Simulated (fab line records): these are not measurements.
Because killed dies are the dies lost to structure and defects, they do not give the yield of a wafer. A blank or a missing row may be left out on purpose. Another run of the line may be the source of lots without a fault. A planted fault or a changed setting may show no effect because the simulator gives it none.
What tool caused it? + flow n5-finfet + 27 wafers from 9 lots sampled at 5 of the route's 1938 steps

## WHAT THE GAUGES READ, wafer by wafer
N5_BEOL_M4_RC_MEAS_101.
| lot  | measured     | on        | DIBL_N (mV/V)  | DIBL_P (mV/V) | IOFF_N (nA/um) | IOFF_P (nA/um) | ION_N (uA/um) | ION_P (uA/um) | SS_N (mV/dec)  | SS_P (mV/dec)  | VT_N (mV)   | VT_P (mV)      |
|------|--------------|-----------|----------------|---------------|----------------|----------------|---------------|---------------|----------------|----------------|-------------|----------------|
| L232 | day 8 14:59  | prober-01 | 39.5 36.7 34.4 | 40 37 33      | 0.21 0.15 0.13 | 0.29 0.22 0.17 | 680 671 654   | 466 461 450   | 72.7 71.6 71.9 | 74.0 73.3 71.9 | 248 251 255 | -246 -251 -253 |
| L233 | day 9 08:23  | prober-02 | 35.7 37.7 34.8 | 35 36 34      | 0.16 0.19 0.14 | 0.22 0.22 0.18 | 671 677 656   | 464 461 455   | 71.8 72.6 71.9 | 72.9 73.0 72.3 | 249 251 253 | -249 -249 -249 |
| L234 | day 9 13:48  | prober-01 | 37.7 36.7 37.9 | 39 37 38      | 0.20 0.19 0.20 | 0.25 0.23 0.23 | 688 681 664   | 467 464 453   | 71.6 72.0 73.0 | 73.7 72.7 73.8 | 248 245 247 | -248 -248 -248 |
| L237 | day 9 18:23  | prober-01 | 37.7 34.9 36.0 | 40 36 36      | 0.19 0.13 0.16 | 0.22 0.18 0.18 | 671 657 679   | 459 450 457   | 72.5 71.4 72.1 | 74.4 73.3 72.9 | 250 253 250 | -251 -253 -254 |
| L241 | day 10 18:53 | prober-02 | 37.4 37.3 38.5 | 35 39 39      | 0.20 0.17 0.20 | 0.18 0.22 0.22 | 679 670 672   | 453 455 449   | 72.4 71.4 73.4 | 73.6 74.0 74.6 | 248 251 250 | -253 -252 -251 |
| L242 | day 10 18:41 | prober-01 | 35.6 38.3 37.2 | 36 37 38      | 0.17 0.21 0.22 | 0.20 0.21 0.23 | 678 674 698   | 462 466 465   | 72.4 73.2 71.5 | 73.2 73.6 74.4 | 250 247 244 | -251 -248 -250 |
| L251 | day 13 00:14 | prober-02 | 41.6 35.2 39.3 | 41 35 38      | 0.28 0.14 0.24 | 0.27 0.17 0.23 | 683 651 682   | 463 446 461   | 73.6 71.9 73.2 | 75.0 72.9 74.9 | 243 255 247 | -248 -255 -251 |
| L253 | day 13 21:37 | prober-01 | 36.6 34.7 34.5 | 37 35 35      | 0.17 0.14 0.14 | 0.18 0.16 0.16 | 682 665 670   | 459 446 458   | 72.2 71.2 70.7 | 72.7 73.3 73.3 | 251 251 252 | -256 -255 -258 |
| L254 | day 14 00:27 | prober-01 | 34.9 37.6 37.8 | 35 38 39      | 0.13 0.16 0.19 | 0.16 0.19 0.22 | 662 662 681   | 456 448 460   | 71.0 71.7 71.8 | 73.0 73.5 73.7 | 254 254 249 | -253 -253 -252 |

## WHAT TOOL EACH LOT RAN ON (gives the tool, then ch and the chambers of the sampled wafers, and finally the start)
| lot  | N5_SPACER0_ALD_08                | N5_SD_EPI_N_ETCH_34               | N5_SD_EPI_N_ETCH_45               | N5_SD_EPI_N_SD_RECESS_17        |
|------|----------------------------------|-----------------------------------|-----------------------------------|---------------------------------|
| L232 | ald-sin-03 ch 0,2, day 3 09:44   | rie-diel-02 ch 0,1,2, day 3 10:49 | rie-diel-02 ch 0,1,2, day 3 11:18 | rie-si-05 ch 0,1,2, day 3 11:28 |
| L233 | ald-sin-01 ch 2,3, day 3 14:32   | rie-diel-06 ch 0,2,3, day 3 15:13 | rie-diel-06 ch 0,2,3, day 3 15:41 | rie-si-04 ch 0,2, day 3 15:52   |
| L234 | ald-sin-03 ch 2,3, day 3 17:16   | rie-diel-06 ch 1,2,3, day 3 18:08 | rie-diel-06 ch 1,2,3, day 3 18:37 | rie-si-04 ch 1,3, day 3 18:47   |
| L237 | ald-sin-04 ch 0,2, day 4 12:37   | rie-diel-02 ch 0,3, day 4 13:18   | rie-diel-02 ch 0,3, day 4 13:47   | rie-si-04 ch 0,2,3, day 4 13:57 |
| L241 | ald-sin-01 ch 0,2,3, day 5 14:00 | rie-diel-02 ch 0,2,3, day 5 14:41 | rie-diel-02 ch 0,2,3, day 5 15:10 | rie-si-05 ch 0,1,3, day 5 15:20 |
| L242 | ald-sin-04 ch 1,2, day 5 20:40   | rie-diel-02 ch 0,2,3, day 5 21:14 | rie-diel-02 ch 0,2,3, day 5 21:44 | rie-si-05 ch 1,2,3, day 5 21:52 |
| L251 | ald-sin-04 ch 2,3, day 8 00:48   | rie-diel-05 ch 0,1,3, day 8 01:40 | rie-diel-05 ch 0,1,3, day 8 02:09 | rie-si-05 ch 2,3, day 8 02:19   |
| L253 | ald-sin-04 ch 0,3, day 8 13:02   | rie-diel-05 ch 1,2,3, day 8 14:08 | rie-diel-05 ch 1,2,3, day 8 14:37 | rie-si-03 ch 0,1,3, day 8 14:47 |
| L254 | ald-sin-04 ch 1,2,3, day 8 17:30 | rie-diel-05 ch 0,2,3, day 8 18:31 | rie-diel-05 ch 0,2,3, day 8 18:59 | rie-si-05 ch 1,2, day 8 19:10   |
- N5_SPACER0_ALD_08: deposits SiNx, target thk 2 nm.
- N5_SD_EPI_N_ETCH_34: etches SiARC in CF4, target depth 45.5 nm, time 75.8 s.
- N5_SD_EPI_N_ETCH_45: etches SiOCN in CH3F/O2, target depth 6 nm.
- N5_SD_EPI_N_SD_RECESS_17: chemistry HBr/Cl2/O2, target depth 41 nm, time 23.7 s, bt time 3 s.

## WHAT THE TOOLS THEMSELVES READ (means of the sampled wafers that have a number; where no wafer has one, the mark that the record gives instead)
N5_SPACER0_ALD_08.
| lot  | tool       | heater-power-w (W) |
|------|------------|--------------------|
| L232 | ald-sin-03 | 793                |
| L233 | ald-sin-01 | 900                |
| L234 | ald-sin-03 | 905                |
| L237 | ald-sin-04 | 795                |
| L241 | ald-sin-01 | 900                |
| L242 | ald-sin-04 | 808                |
| L251 | ald-sin-04 | 859                |
| L253 | ald-sin-04 | 849                |
| L254 | ald-sin-04 | 857                |

N5_SD_EPI_N_ETCH_34.
| lot  | tool        | cf4-flow-sccm (sccm) | drypump-motor-current-A (A) | etch-rf-on-time-s (s) | oes-product-au (a.u.) | rf-vpp-V (V) | showerhead-plenum-p-Torr (Torr) | throttle-valve-pct (%) |
|------|-------------|----------------------|-----------------------------|-----------------------|-----------------------|--------------|---------------------------------|------------------------|
| L232 | rie-diel-02 | 99.98                | 5.2                         | 74.8                  | 0.71                  | 184.5        | 2.19                            | 15.41                  |
| L233 | rie-diel-06 | 100.18               | 5.6                         | 74.9                  | 0.66                  | 183.8        | 2.08                            | 15.56                  |
| L234 | rie-diel-06 | 99.82                | 5.9                         | 76.7                  | 0.60                  | 184.1        | 2.12                            | 15.75                  |
| L237 | rie-diel-02 | 99.90                | 5.8                         | 74.6                  | 0.68                  | 184.2        | 2.15                            | 15.52                  |
| L241 | rie-diel-02 | 99.85                | 5.6                         | 93.6                  | 0.60                  | 183.9        | 2.17                            | 15.48                  |
| L242 | rie-diel-02 | 100.04               | 5.5                         | 93.4                  | 0.59                  | 184.9        | 2.17                            | 15.49                  |
| L251 | rie-diel-05 | 99.97                | 5.5                         | 77.3                  | 0.68                  | 184.2        | 2.09                            | 15.57                  |
| L253 | rie-diel-05 | 99.81                | 5.9                         | 78.0                  | 0.70                  | 184.1        | 2.16                            | 15.57                  |
| L254 | rie-diel-05 | 100.27               | 5.9                         | 77.4                  | 0.73                  | 184.5        | 2.15                            | 15.50                  |

N5_SD_EPI_N_ETCH_45.
| lot  | tool        | O2_flow_sccm (sccm) | drypump-motor-current-A (A) | oes-product-au (a.u.) | rf-vpp-V (V) | showerhead-plenum-p-Torr (Torr) | throttle-valve-pct (%) |
|------|-------------|---------------------|-----------------------------|-----------------------|--------------|---------------------------------|------------------------|
| L232 | rie-diel-02 | 19.97               | 5.2                         | 0.80                  | 128.0        | 2.04                            | 23.04                  |
| L233 | rie-diel-06 | 19.98               | 5.6                         | 0.79                  | 126.8        | 1.93                            | 23.15                  |
| L234 | rie-diel-06 | 20.01               | 5.9                         | 0.69                  | 127.2        | 1.97                            | 23.44                  |
| L237 | rie-diel-02 | 20.00               | 5.8                         | 0.79                  | 126.9        | 2.00                            | 23.19                  |
| L241 | rie-diel-02 | 19.98               | 5.6                         | 0.78                  | 127.2        | 2.03                            | 23.10                  |
| L242 | rie-diel-02 | 19.94               | 5.6                         | 0.78                  | 127.8        | 2.03                            | 23.11                  |
| L251 | rie-diel-05 | 19.92               | 5.6                         | 0.80                  | 127.6        | 1.94                            | 23.31                  |
| L253 | rie-diel-05 | 20.02               | 5.9                         | 0.82                  | 128.3        | 2.01                            | 23.37                  |
| L254 | rie-diel-05 | 19.98               | 5.8                         | 0.86                  | 127.6        | 1.99                            | 23.28                  |

N5_SD_EPI_N_SD_RECESS_17.
| lot  | tool      | O2_flow_sccm (sccm) | drypump-motor-current-A (A) | oes-product-au (a.u.) | throttle-valve-pct (%) |
|------|-----------|---------------------|-----------------------------|-----------------------|------------------------|
| L232 | rie-si-05 | 11.99               | 5.5                         | 1.010                 | 37.1                   |
| L233 | rie-si-04 | 12.02               | 5.4                         | 1.006                 | 36.8                   |
| L234 | rie-si-04 | 12.01               | 5.9                         | 1.005                 | 37.6                   |
| L237 | rie-si-04 | 12.02               | 5.4                         | 0.995                 | 37.1                   |
| L241 | rie-si-05 | 11.99               | 5.5                         | 1.014                 | 37.4                   |
| L242 | rie-si-05 | 11.98               | 5.3                         | 1.008                 | 37.1                   |
| L251 | rie-si-05 | 12.05               | 5.3                         | 0.993                 | 37.0                   |
| L253 | rie-si-03 | 12.01               | 5.6                         | 0.995                 | 36.8                   |
| L254 | rie-si-05 | 11.99               | 5.4                         | 1.014                 | 37.1                   |

## THE ANSWER, worked out from the rows above alone
Rule: the lots themselves supply what counts as usual. The widest of any qualifying gaps counts: lots, ordered by their means at a reading, are off when they make up no more than a third of the lots, leave a main group of 4 or more, and stand apart from it by 3 or more times the standard deviation of that group's means. If all means in a main group match to the digits the tables above print for the reading, that group is not used. Also off: a lot with no number at a reading for which 4 or more lots have one. Any other lot the step has rows for is counted as sound. The gauges are gone through in route order, then the tools' own readings, and for those a lot's mean is taken as printed above. At the first step where some lot is off, the reading lying furthest off is the one used; lots without a number count as furthest.
Off, at N5_SD_EPI_N_ETCH_34 on etch-rf-on-time-s: L241, L242. For the main group the mean is 76.2 s and the standard deviation 1.3.
If a tool, at that step or one of the process steps before it, ran each lot that is off and ran no sound lot following the first of them, it fits. One fits: N5_SD_EPI_N_ETCH_34 on rie-diel-02. Its last sound lot is L237 (day 4 13:18), its first lot that is off L241 (day 5 14:41): a fault that began between those two fits.
The tool's own readings at N5_SD_EPI_N_ETCH_34 bear it out: on the lots that are off they differ by more than 5 times the standard deviation of the sound lots' means. etch-rf-on-time-s reads 93.5 s there against 76.2 s on the sound lots.

## WHAT THE SIMULATOR PUT IN
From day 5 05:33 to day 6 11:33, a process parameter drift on rie-diel-02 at N5_SD_EPI_N_ETCH_34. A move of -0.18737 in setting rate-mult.
Shown lots that were struck: L242, L241. The rule given above showed the same thing.
